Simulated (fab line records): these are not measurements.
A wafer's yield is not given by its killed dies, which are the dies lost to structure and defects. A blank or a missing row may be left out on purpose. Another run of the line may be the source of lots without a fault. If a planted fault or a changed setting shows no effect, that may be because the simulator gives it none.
The tool behind it: which one?	flow n5 finfet	route of 1938 steps, sampled at 1 step: 24 lots, 72 wafers

WHAT THE GAUGES SHOWED, per wafer
N5_STI_FIN_REVEAL_THK_MEAS_05. Usual: 131.7 nm for thk nm, sd 1.2.
lot	measured	on	thk nm (nm)	flag
L074	day 2 09:32	film metro-01	130.2 132.3 132.1	
L075	day 2 16:16	film metro-02	131.4 130.1 131.0	
L076	day 2 22:11	film metro-02	132.9 132.5 133.4	
L077	day 3 04:38	film metro-02	131.8 132.0 132.3	
L078	day 3 11:37	film metro-02	133.8 130.2 132.3	
L079	day 3 16:59	film metro-02	131.7 131.2 132.0	
L080	day 3 22:41	film metro-01	132.7 129.7 131.3	
L081	day 4 03:37	film metro-01	130.7 131.5 131.8	
L082	day 4 09:53	film metro-01	133.1 134.3 132.8	
L083	day 4 16:02	film metro-01	127.9 132.6 130.1	
L084	day 5 00:07	film metro-01	131.3 133.3 131.4	
L085	day 5 04:10	film metro-02	133.9 132.9 133.3	
L086	day 5 11:53	film metro-02	132.1 132.0 131.1	
L087	day 5 18:17	film metro-01	132.7 131.1 129.0	
L088	day 6 00:54	film metro-02	130.4 131.9 131.4	
L089	day 6 05:26	film metro-02	133.8 129.9 130.4	
L090	day 6 10:13	film metro-02	131.3 131.7 132.1	
L091	day 6 20:53	film metro-01	131.1 130.2 133.5	
L092	day 6 22:50	film metro-02	129.4 129.7 130.7	
L093	day 7 02:52	film metro-01	131.2 131.1 131.7	
L094	day 7 09:51	film metro-01	131.0 131.7 130.8	
L095	day 7 15:36	film metro-02	130.6 131.9 131.9	
L096	day 8 02:16	film metro-02	131.4 130.7 131.2	
L097	day 8 09:16	film metro-01	131.5 130.5 132.1	

WHAT TOOL EACH LOT RAN ON (gives the tool, then ch and the chambers of the sampled wafers, and finally the start)
Before these readings, the record contains no process step.

AS READ BY THE TOOLS THEMSELVES (means over the sampled wafers that have a number; for cases with no such wafer, the mark the record gives instead)
The record holds no such reading with a usual standard deviation.

THE ANSWER, worked out from the rows above alone
Rule: a lot is off if the mean of its wafers that have a number lies more than 3 standard deviations from the usual mean. A lot without any number at a reading at which 4 lots or more have one is off too. All remaining lots with rows at the step are treated as sound. First the gauges in route order, then the tools' own readings, where a lot's mean is used as printed above. The first step at which some lot is off is used, and at that step the reading that is off furthest; a lot without a number counts as furthest.
No lot is off on any of the readings shown, so nothing can be concluded from this.

WHAT THE SIMULATOR HAD PUT IN
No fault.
